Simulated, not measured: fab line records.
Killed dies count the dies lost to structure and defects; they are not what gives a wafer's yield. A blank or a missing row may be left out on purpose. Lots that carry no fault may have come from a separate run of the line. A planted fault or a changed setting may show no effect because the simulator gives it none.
fab line records | flow n5Finfet
[record] lots = 8 wafers = 24 lastDay = 16
route steps=1938 shown FIN_SAQP@124 FIN_CUT@165 BEOL_M4@1111 PASSIVATION@1936
lots with no fault: from the same line, run without faults
startH: start of the lot's first displayed wafer, in hours after the record's first day | waitH: time in hours since the lot's previous step | " repeats the value in the row above | L1.1+2: a single row standing in for several wafers | - value missing, or start not given | * or withheld: withheld | < > ~ a bound
route shown NAME@n: NAME is a module with steps in the file, n the number in the route of the first one | usual: mean/standard deviation of fault-free wafers | same: alike in all rows | chamber/n: place in a boat | sites: readings site by site | _std_site: the standard deviation of these | _edge_site: inner sites' mean taken away from outer sites' mean | radiusMm: for every site, how far away it sits from the centre of the wafer | mask NAME#n: copy n | behind: the tool/chamber that last shaped the wafer | hold: why the lot was held/for how many hours/how that ended | device: the transistor (n, p or np) that didn't switch | end of line: the tests these same wafers got at the end of their route | step lacking rows: just its recipe | killed: dies lost to structure and defects at the first sort, not the wafer's yield | map: shows each die of a wafer: x if killed, . if not, _ if none is there
set.NAME: the setting the step ran with; set.NAME@STEP: the setting that earlier step ran with | model.NAME: the simulator's own value behind a step, which no gauge read
route steps across a sampled set of lots; one table per step, one row per wafer
services: from which hour (startH, from the record's first day; less than 0 if before it) a tool's chamber was out of use, for how many hours, and why
[[steps]]
[step N5_FIN_SAQP_RECESS_75]
[recipe] chemistry = HF/NH3 target = SiO2 targetDepthA = 144 afsCycles = 3 tempC = 30 sublimationTempC = 180 sublimationTimeS = 60
[usual] drypumpMotorCurrentA = 5.7/0.48
// columns lot.wafer tool chamber startH waitH drypumpMotorCurrentA
L257.1 vaporEtch-01 1 22.42 0.0 5.6
L257.2 " 0 " " 6.4
L257.3 " 1 " " 5.6
L260.3 vaporEtch-01 1 41.76 0.1 5.7
L260.4 " 0 " " 6.4
L260.6 " 1 " " 5.6
L267.1 vaporEtch-01 1 83.75 0.0 5.6
L267.5 " 0 " " 6.3
L267.6 " 1 " " 5.6
L268.2 vaporEtch-01 1 90.10 0.0 5.6
L268.4 " 0 " " 6.4
L268.6 " 0 " " 6.4
L271.2 vaporEtch-02 0 107.67 0.0 5.8
L271.5 " 0 " " 5.8
L271.6 " 1 " " 5.0
L273.2 vaporEtch-02 0 119.19 0.0 5.8
L273.3 " 0 " " 5.7
L273.4 " 1 " " 5.0
L274.1 vaporEtch-02 1 125.13 0.4 5.0
L274.3 " 1 " " 5.0
L274.4 " 0 " " 5.8
L276.1 vaporEtch-02 1 136.41 0.0 5.0
L276.2 " 0 " " 5.7
L276.3 " 0 " " 5.7
[step N5_FIN_SAQP_CD_MEAS_27]
[recipe] targetCdNm = 20 landingEnergyEv = 1000 detector = seInlens polarity = line
[usual] cdNm = 20.26/0.24
// columns lot.wafer tool chamber startH waitH cdNm
L257.1 cdSem-02 0 24.60 0.1 20.51
L257.2 " 0 " " 20.50
L257.3 " 0 " " 20.32
L260.3 cdSem-03 0 42.94 0.1 20.55
L260.4 " 0 " " 19.76
L260.6 " 0 " " 20.20
L267.1 cdSem-03 0 86.41 0.1 20.16
L267.5 " 0 " " 20.52
L267.6 " 0 " " 20.59
L268.2 cdSem-03 0 93.12 0.1 20.43
L268.4 " 0 " " 20.45
L268.6 " 0 " " 20.47
L271.2 cdSem-03 0 109.03 0.1 20.23
L271.5 " 0 " " 20.12
L271.6 " 0 " " 20.17
L273.2 cdSem-03 0 120.50 0.1 20.04
L273.3 " 0 " " 20.25
L273.4 " 0 " " 19.77
L274.1 cdSem-03 0 126.42 0.1 19.85
L274.3 " 0 " " 20.11
L274.4 " 0 " " 20.07
L276.1 cdSem-03 0 137.71 0.1 20.43
L276.2 " 0 " " 20.48
L276.3 " 0 " " 20.16
[step N5_FIN_SAQP_STRIP_70]
[recipe] chemistry = N2/H2 powerW = 500 tempC = 40 pressureMtorr = 50 rfFrequencyHz = 6e+07 overashFraction = 0.3 biasPowerW = 28 h2Frac = 0.5 n2FlowSccm = 300 h2FlowSccm = 300
[usual] biasPowerW = 28.00/0.081 drypumpMotorCurrentA = 5.5/0.38 oesProductAu = 0.79/0.091 rfVppV = 121.7/0.95 showerheadPlenumPTorr = 3.35/0.12 throttleValvePct = 18.9/0.35
// columns lot.wafer tool chamber startH waitH biasPowerW drypumpMotorCurrentA oesProductAu rfHoursCounterH rfVppV showerheadPlenumPTorr throttleValvePct
L257.1 rieDiel-02 0 25.42 0.0 27.99 5.7 0.74 150 121.8 3.25 19.6
L257.2 " 2 " " 27.90 5.9 0.76 148 121.6 3.51 18.9
L257.3 " 1 " " 28.08 5.0 0.67 240 122.7 3.44 18.7
L260.3 rieDiel-04 2 43.96 0.0 27.93 4.8 0.69 249 120.7 3.29 18.8
L260.4 " 1 " " 28.00 5.3 0.74 166 122.1 3.47 19.0
L260.6 " 3 " " 28.01 5.6 0.74 - 120.2 3.23 18.8
L267.1 rieDiel-02 1 87.22 0.0 28.10 5.0 0.96 3 121.4 3.43 18.4
L267.5 " 2 " " 27.99 5.9 0.74 - 122.8 3.50 18.9
L267.6 " 3 " " 27.98 5.4 0.98 - 122.5 3.41 18.6
L268.2 rieDiel-02 1 94.17 0.0 28.05 4.9 0.94 5 121.0 3.43 18.4
L268.4 " 3 " " 27.94 5.4 0.97 10 122.8 3.41 18.6
L268.6 " 2 " " 27.96 5.9 0.74 - 124.7 3.50 18.9
L271.2 rieDiel-05 2 110.04 0.0 28.13 5.9 0.74 170 122.1 3.49 19.0
L271.5 " 3 " " 27.87 5.7 0.70 - 121.3 3.18 19.1
L271.6 " 0 " " 28.01 5.0 0.84 - 123.1 3.41 18.3
L273.2 rieDiel-05 1 121.32 0.0 27.97 5.6 0.76 169 120.3 3.22 19.1
L273.3 " 0 " " 27.93 5.0 0.82 59 121.6 3.41 18.4
L273.4 " 1 " " 28.11 5.5 0.76 - 121.9 3.22 19.1
L274.1 rieDiel-04 1 127.24 0.0 28.09 5.3 0.71 200 122.8 3.45 19.1
L274.3 " 3 " " 27.98 5.6 0.71 176 120.9 3.21 18.8
L274.4 " 2 " " 28.10 4.8 0.91 23 121.3 3.28 18.4
L276.1 rieDiel-05 0 138.54 0.0 27.91 5.0 0.81 66 122.2 3.41 18.4
L276.2 " 2 " " 27.92 5.9 0.72 182 121.9 3.49 19.1
L276.3 " 1 " " 28.11 5.5 0.75 176 121.7 3.22 19.1
[step N5_FIN_SAQP_HM_OPEN_33]
[recipe] chemistry = CH3F/O2 target = SiNx maskMaterial = SiO2 targetDepthA = 494 timeS = 70.6 pressureMtorr = 30 sourceW = 395 biasW = 73 Ar_flow_sccm = 150 CH3F_flow_sccm = 30 O2_flow_sccm = 20 ionEnergyEv = 120 ends = cleared
[usual] O2_flow_sccm = 20.01/0.055 drypumpMotorCurrentA = 5.5/0.36 etchRfOnTimeS = 69.6/1.1 oesProductAu = 0.66/0.068 rfVppV = 298/3.9 showerheadPlenumPTorr = 1.99/0.078 throttleValvePct = 16.33/0.21
// columns lot.wafer tool chamber startH waitH O2_flow_sccm drypumpMotorCurrentA etchRfOnTimeS oesProductAu rfHoursCounterH rfVppV showerheadPlenumPTorr throttleValvePct
L257.1 rieDiel-02 1 26.47 0.0 20.00 4.9 70.1 0.57 241 294 2.06 16.43
L257.2 " 0 " " 20.06 5.7 70.4 0.63 150 301 1.93 16.33
L257.3 " 2 " " 20.04 5.9 67.1 0.65 149 291 2.09 16.44
L260.3 rieDiel-02 2 44.74 0.0 20.10 5.9 68.6 0.64 157 291 2.08 16.46
L260.4 " 2 " " 20.00 5.9 69.5 0.64 - 290 2.08 16.45
L260.6 " 1 " " 19.97 4.9 69.0 0.57 - 293 2.06 16.44
L267.1 rieDiel-02 3 91.90 0.1 19.96 5.4 67.5 0.82 9 296 2.04 16.13
L267.5 " 0 " " 19.99 5.6 71.7 0.63 - 302 1.92 16.39
L267.6 " 3 " " 19.96 5.3 68.8 0.82 - 296 2.04 16.13
L268.2 rieDiel-04 2 98.82 0.0 20.02 4.8 67.6 0.80 14 303 1.96 16.13
L268.4 " 0 " " 19.99 5.9 70.4 0.61 168 293 1.91 16.45
L268.6 " 0 " " 20.00 5.8 71.1 0.61 - 294 1.91 16.46
L271.2 rieDiel-05 1 111.03 0.1 19.99 5.5 70.2 0.65 165 301 1.92 16.46
L271.5 " 3 " " 19.90 5.7 72.3 0.59 - 296 1.88 16.60
L271.6 " 0 " " 20.14 5.0 69.3 0.71 - 297 2.01 15.86
L273.2 rieDiel-04 0 122.56 0.0 19.94 5.9 69.7 0.61 176 295 1.91 16.47
L273.3 " 1 " " 19.99 5.3 70.6 0.62 198 295 2.08 16.57
L273.4 " 2 " " 19.96 4.8 70.6 0.79 20 301 1.96 16.16
L274.1 rieDiel-05 0 128.02 0.1 20.00 4.9 68.6 0.71 62 297 2.01 15.86
L274.3 " 2 " " 19.95 5.9 68.9 0.62 178 300 2.07 16.25
L274.4 " 0 " " 20.10 5.0 70.3 0.70 - 298 2.01 15.85
L276.1 rieDiel-04 2 139.66 0.1 20.09 4.8 68.8 0.77 27 301 1.96 16.17
L276.2 " 0 " " 19.99 5.9 69.1 0.60 182 293 1.91 16.50
L276.3 " 1 " " 19.98 5.3 69.4 0.60 205 295 2.08 16.59
[step N5_FIN_SAQP_INSPECT_40]
[recipe] inspectInstrument = brightfield mode = aei
[usual] rawDefectCount = 236/81
// columns lot.wafer tool chamber startH waitH rawDefectCount
L257.1 defectInspect-02 - 27.01 0.0 219
L257.2 " - " " 452
L257.3 " - " " 565
L260.3 defectInspect-01 - 45.28 0.0 225
L260.4 " - " " 219
L260.6 " - " " 205
L267.1 defectInspect-02 - 92.44 0.0 192
L267.5 " - " " 767
L267.6 " - " " 237
L268.2 defectInspect-02 - 99.36 0.0 203
L268.4 " - " " 753
L268.6 " - " " 724
L271.2 defectInspect-02 - 111.57 0.0 246
L271.5 " - " " 261
L271.6 " - " " 108
L273.2 defectInspect-02 - 123.09 0.0 192
L273.3 " - " " 192
L273.4 " - " " 164
L274.1 defectInspect-01 - 128.56 0.0 293
L274.3 " - " " 303
L274.4 " - " " 322
L276.1 defectInspect-01 - 140.20 0.0 205
L276.2 " - " " 178
L276.3 " - " " 258
[step N5_FIN_CUT_INSPECT_10]
[recipe] mode = adi inspectInstrument = brightfield
[usual] rawDefectCount = 43/14
// columns lot.wafer tool chamber startH waitH rawDefectCount
L257.1 defectInspect-01 - 27.40 0.1 56
L257.2 " - " " 81
L257.3 " - " " 106
L260.3 defectInspect-01 - 45.67 0.0 42
L260.4 " - " " 44
L260.6 " - " " 38
L267.1 defectInspect-02 - 92.95 0.1 32
L267.5 " - " " 628
L267.6 " - " " 43
L268.2 defectInspect-01 - 99.87 0.0 34
L268.4 " - " " 598
L268.6 " - " " 618
L271.2 defectInspect-02 - 111.96 0.0 40
L271.5 " - " " 51
L271.6 " - " " 30
L273.2 defectInspect-01 - 123.61 0.0 48
L273.3 " - " " 51
L273.4 " - " " 36
L274.1 defectInspect-02 - 128.95 0.1 48
L274.3 " - " " 52
L274.4 " - " " 54
L276.1 defectInspect-01 - 140.60 0.1 37
L276.2 " - " " 35
L276.3 " - " " 47
[step N5_FIN_CUT_INSPECT_17]
[recipe] inspectInstrument = brightfield mode = aei
[usual] rawDefectCount = 241/83
// columns lot.wafer tool chamber startH waitH rawDefectCount
L257.1 defectInspect-01 - 28.45 0.0 244
L257.2 " - " " 524
L257.3 " - " " 619
L260.3 defectInspect-01 - 48.00 0.0 225
L260.4 " - " " 234
L260.6 " - " " 199
L267.1 defectInspect-01 - 93.91 0.0 217
L267.5 " - " " 787
L267.6 " - " " 263
L268.2 defectInspect-02 - 100.82 0.0 208
L268.4 " - " " 772
L268.6 " - " " 743
L271.2 defectInspect-01 - 112.90 0.0 288
L271.5 " - " " 298
L271.6 " - " " 124
L273.2 defectInspect-01 - 124.66 0.0 233
L273.3 " - " " 208
L273.4 " - " " 184
L274.1 defectInspect-02 - 129.90 0.0 265
L274.3 " - " " 270
L274.4 " - " " 278
L276.1 defectInspect-01 - 141.54 0.0 223
L276.2 " - " " 180
L276.3 " - " " 268
[step N5_BEOL_M4_RC_MEAS_101]
[usual] DIBL_N = 36.9/1.7 DIBL_P = 36.7/2.1 IOFF_N = 0.17/0.032 IOFF_P = 0.22/0.036 ION_N = 674/12 ION_P = 461/7 SS_N = 71.7/0.6 SS_P = 73.4/0.67 VT_N = 249/3.1 VT_P = -250/3.2
// columns lot.wafer tool chamber startH waitH DIBL_N[mV/V] DIBL_P[mV/V] IOFF_N[nA/um] IOFF_P[nA/um] ION_N[uA/um] ION_P[uA/um] SS_N[mV/dec] SS_P[mV/dec] VT_N[mV] VT_P[mV]
L257.1 prober-01 0 169.52 0.0 35.5 35.5 0.14 0.18 657 448 71.7 72.8 253 -254
L257.2 " 0 " " 36.4 36.6 0.15 0.20 674 464 71.3 73.2 254 -251
L257.3 " 0 " " 35.7 34.9 0.14 0.18 666 456 70.9 73.1 250 -251
L260.3 prober-02 0 182.21 0.3 32.8 32.8 0.12 0.17 660 454 70.6 72.8 255 -252
L260.4 " 0 " " 35.9 35.1 0.16 0.20 663 454 71.8 72.8 250 -252
L260.6 " 0 " " 34.4 32.9 0.14 0.17 652 446 71.6 72.2 252 -251
L268.2 prober-01 0 231.92 0.2 36.1 35.3 0.15 0.22 668 466 71.4 72.6 250 -246
L268.4 " 0 " " 34.8 34.0 0.13 0.19 656 457 70.9 71.8 253 -252
L268.6 " 0 " " 35.1 34.4 0.14 0.19 665 459 71.9 72.7 252 -249
L267.1 prober-01 0 248.61 0.0 38.3 37.3 0.18 0.23 684 461 72.0 73.8 250 -252
L267.5 " 0 " " 40.4 39.3 0.24 0.27 692 472 72.4 74.3 246 -249
L267.6 " 0 " " 38.5 36.5 0.20 0.22 680 458 72.6 74.3 248 -250
L271.2 prober-01 0 249.86 0.2 38.3 38.9 0.21 0.27 691 467 71.7 74.6 247 -247
L271.5 " 0 " " 38.2 39.0 0.21 0.26 691 470 71.4 74.2 246 -248
L271.6 " 0 " " 35.9 36.5 0.16 0.21 681 467 71.6 72.9 251 -250
L273.2 prober-01 0 253.01 0.2 36.7 36.8 0.14 0.19 664 454 71.6 73.0 251 -253
L273.3 " 0 " " 37.6 36.9 0.18 0.19 671 455 72.4 72.8 248 -251
L273.4 " 0 " " 36.9 36.5 0.15 0.18 660 456 71.9 72.7 252 -252
L274.1 prober-02 0 270.93 0.0 38.5 38.0 0.19 0.24 676 466 71.9 73.7 248 -249
L274.3 " 0 " " 35.0 34.8 0.13 0.20 654 458 71.2 72.8 252 -252
L274.4 " 0 " " 32.8 32.0 0.11 0.16 660 455 70.6 72.6 253 -255
L276.1 prober-01 0 285.93 0.0 37.1 37.7 0.17 0.27 679 465 72.8 73.5 248 -245
L276.2 " 0 " " 36.4 35.5 0.15 0.22 668 461 71.0 73.3 252 -245
L276.3 " 0 " " 38.0 38.3 0.21 0.28 702 472 73.2 74.1 244 -245
[step N5_PASSIVATION_PROBE_49]
[usual] defectLimitedYield = 91.7/1.5 killed_at_M0_to_M3 = 32/9.6 killed_at_M4_up = 13/5.3 killedAtContacts = 12/6.8 killedAtFrontEnd = 36/9.8 killedAtOther = 4/3.1 killedDies = 98/17 killedOnRim = 13/4 killedOpen = 65/13 killedShort = 32/8.5 sort_bin_5_function = 4.9/0.93 sort_bin_6_memory = 3.2/0.67 sortNPass = 1082/17 sortYieldPct = 91.7/1.4
[same] grossDies = 1180 killedAtBackSide = 0 sort_bin_4_leakage[%] = 0 sort_bin_8_speed[%] = 0
// columns lot.wafer tool chamber startH waitH defectLimitedYield[%] killed_at_M0_to_M3 killed_at_M4_up killedAtContacts killedAtFrontEnd killedAtOther killedDies killedOnRim killedOpen killedShort sort_bin_5_function[%] sort_bin_6_memory[%] sortNPass sortYieldPct[%]
L268.2 prober-02 - 329.90 0.1 91.4 43 9 7 39 4 102 8 73 29 5.2 3.1 1078 91.4
L268.4 prober-02 - 330.00 0.2 80.6 36 23 10 159 1 229 12 83 18 11.3 5.2 951 80.6
L268.6 prober-02 - 330.10 0.3 83.0 33 3 14 149 2 201 9 48 23 11.3 3.7 979 83.0
L267.1 prober-02 - 359.15 0.0 92.2 36 6 6 38 6 92 13 52 38 3.7 3.6 1088 92.2
L267.5 prober-02 - 359.35 0.2 81.4 28 14 13 164 1 220 19 50 36 12.1 4.2 960 81.4
L267.6 prober-02 - 359.40 0.3 90.7 31 17 15 40 7 110 16 68 36 5.3 3.3 1070 90.7
// killed by level:class
L268.2 FIN_SAQP:geometricParticle:open=9 BEOL_M1:geometricParticle:open=8 STI_FIN_REVEAL:geometricParticle:open=8 BEOL_M0_SAQP:geometricParticle:open=8 MOL_CONTACT_COAG:geometricParticle:open=7 BEOL_M2:geometricParticle:open=7 BEOL_M3:geometricParticle:open=7 BEOL_M0_SAQP:geometricParticle:short=5
L268.4 FIN_SAQP:unspecified=128 STI_FIN_REVEAL:geometricParticle:open=17 BEOL_M4:geometricParticle:open=16 MOL_CONTACT_COAG:geometricParticle:open=10 BEOL_M3:geometricParticle:open=10 BEOL_M0_SAQP:geometricParticle:open=7 BEOL_M0_SAQP:geometricParticle:short=6 BEOL_M1:geometricParticle:open=4
L268.6 FIN_SAQP:unspecified=130 MOL_CONTACT_COAG:geometricParticle:open=9 BEOL_M0_SAQP:geometricParticle:short=8 BEOL_M0_SAQP:geometricParticle:open=6 STI_FIN_REVEAL:geometricParticle:open=5 MOL_CONTACT_COAG:geometricParticle:short=5 BEOL_M2:geometricParticle:open=5 BEOL_M3:geometricParticle:open=5
L267.1 BEOL_M0_SAQP:geometricParticle:open=13 FIN_SAQP:geometricParticle:short=9 BEOL_M0_SAQP:geometricParticle:short=9 FIN_SAQP:geometricParticle:open=7 STI_FIN_REVEAL:geometricParticle:open=7 GATE_CUT:geometricParticle:short=7 MOL_CONTACT_COAG:geometricParticle:open=6 BEOL_M0:geometricParticle:open=4
L267.5 FIN_SAQP:unspecified=134 MOL_CONTACT_COAG:geometricParticle:open=9 FIN_SAQP:geometricParticle:short=6 BEOL_M0:geometricParticle:open=6 BEOL_M0_SAQP:geometricParticle:short=6 BEOL_M4:geometricParticle:open=6 GATE_CUT:geometricParticle:open=5 FIN_SAQP:geometricParticle:open=4
L267.6 MOL_CONTACT_COAG:geometricParticle:open=13 BEOL_M2:geometricParticle:open=10 BEOL_M4:geometricParticle:open=10 GATE_CUT:geometricParticle:short=8 GATE_CUT:geometricParticle:open=7 HKMG_FIN:areaEtch=6 BEOL_M0:geometricParticle:open=5 BEOL_M0_SAQP:geometricParticle:short=4
[[services]]
// columns tool chamber startH hours kind
vaporEtch-01 - 8.34 0.2 repair
vaporEtch-02 1 14.54 6.1 repair
rieDiel-05 - 23.58 0.9 repair
rieDiel-02 3 26.26 - clean
rieDiel-02 3 26.26 - consumableReplace:focusRing
rieDiel-02 3 26.26 27.9 scheduledDown
rieDiel-02 3 26.26 27.9 ventCycle
rieDiel-04 2 49.28 - clean
rieDiel-04 2 49.28 - consumableReplace:focusRing
rieDiel-04 2 49.28 15.3 scheduledDown
rieDiel-04 2 49.28 15.3 ventCycle
rieDiel-02 1 54.22 - clean
rieDiel-02 1 54.22 - consumableReplace:focusRing
rieDiel-02 1 54.22 14.8 scheduledDown
rieDiel-02 1 54.22 14.8 ventCycle
rieDiel-02 - 63.38 14.6 pm
rieDiel-04 - 99.96 4.3 pm
rieDiel-02 - 110.97 2.8 pm
rieDiel-05 0 113.45 3.9 repair
rieDiel-05 - 116.55 0.5 repair
rieDiel-05 3 117.37 - clean
rieDiel-05 3 117.37 - consumableReplace:focusRing
rieDiel-05 3 117.37 - consumableReplace:showerhead
vaporEtch-02 - 127.05 2.8 pm
[[key]]
[firstSign] step = N5_FIN_SAQP_INSPECT_40 reading = rawDefectCount direction = up sigmas = 6.3 usual = 236 struck = 748
[effect] step = N5_FIN_CUT_INSPECT_10 reading = rawDefectCount direction = up sigmas = 42 usual = 43 struck = 615
[effect] step = N5_FIN_CUT_INSPECT_17 reading = rawDefectCount direction = up sigmas = 6.4 usual = 241 struck = 767
[effect] step = N5_PASSIVATION_PROBE_49 reading = killedAtFrontEnd direction = up sigmas = 12 usual = 36 struck = 157
[moreKillsBornAt] N5_FIN_SAQP_RECESS_75@vaporEtch-01 = 392
metAt N5_FIN_SAQP_RECESS_75
struckLots L267,L268
struckWafers L267.5,L268.4,L268.6
notActingAt N5_FIN_SAQP_CD_MEAS_27,N5_FIN_SAQP_STRIP_70,N5_FIN_SAQP_HM_OPEN_33
onsetBetween 41.76 83.75
[fault] kind = chamberParticleSource tool = vaporEtch-01 chamber = 0 onsetH = 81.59 steps = N5_FIN_SAQP_RECESS_75 ratePerVisitCm2 = 0.92049 endH = 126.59
